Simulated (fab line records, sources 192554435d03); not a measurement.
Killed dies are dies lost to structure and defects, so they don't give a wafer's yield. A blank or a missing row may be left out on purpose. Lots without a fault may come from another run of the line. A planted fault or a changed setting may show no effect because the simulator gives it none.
Problem report in the 8D (eight disciplines) form, filled by code | flow n5_finfet | the parts of the form that need people (team, actions taken, sign-off) are left out

1. THE PROBLEM
spin_speed_rpm at N5_BEOL_M5_COAT_66 reads a mean of 1443.2 rpm on 6 wafers of 2 lots; wafers without a fault read 1500.1 rpm with a standard deviation of 0.86. That is -66 standard deviations from the usual mean.
The step: time 60 s, resist thk 12 nm.
First seen on wafer L758.1, day 10 23:02, on litho_track-02. The record holds 38 wafers of 13 lots with a number at this step. Rule for "out", or "out of limits": more than 4 standard deviations from the usual mean. The other wafers with a number count as sound.

2. WHAT IT IS AND WHAT IT IS NOT
question                    | is                     | is not
which readings at this step | spin_speed_rpm         | -
which lots                  | L758, L759             | L749, L750, L751, L752, L755, L757, L761, L766, L770, L771, L772
which wafers of those lots  | all that have a number | -
read on which tools         | litho_track-02         | litho_track-03, litho_track-05
when                        | from day 10 23:02      | up to then (18 sound wafers); but 14 sound wafers of L761, L766, L770, L771, L772 came after

3. SUSPECTS, AND WHAT RULES EACH OUT
Counting: a tool at a process step up to the reading stays a suspect if it ran every lot that is out and no sound lot after the first of them.
- litho_track-02 at N5_BEOL_M5_COAT_66 (time 60 s, resist thk 12 nm): kept. It ran every lot that is out, first L758 (day 10 23:02), and no sound lot after that; its last sound lot up to then is L749 (day 8 15:30). Its own readings are out on those wafers: spin_speed_rpm.
Left after counting: litho_track-02 at N5_BEOL_M5_COAT_66.

4. THE CAUSE (what the simulator had put in)
Process parameter drift: litho_track-02, from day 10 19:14 on, at N5_BEOL_M5_COAT_66. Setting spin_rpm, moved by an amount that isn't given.
Counting left only this tool.

5. THE CHAIN OF EFFECTS, in route order
Each row: a reading whose mean over the struck wafers that have a number lies more than 3 standard deviations from the usual. Only readings for which the record gives a usual standard deviation are gone through. hours: the time from each lot's start at the first step in this table that gives one to its start at this step, as a median over the lots. sigmas: the change in usual standard deviations.
hours | step               | reading        | usual      | on struck wafers | change | sigmas
0     | N5_BEOL_M5_COAT_66 | spin_speed_rpm | 1500.1 rpm | 1443.2           | -56.9  | -66
The process steps in it:
- N5_BEOL_M5_COAT_66: time 60 s, resist thk 12 nm.
Later measuring or inspecting steps at which every struck wafer that the step has a row for has a number for every such reading, and none has moved that far: N5_BEOL_M5_OVL_MEAS_29.

6. WHAT WOULD HAVE CAUGHT IT SOONER
In this record the first reading out of limits was taken at day 10 23:02, 4 hours after the fault began at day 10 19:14.
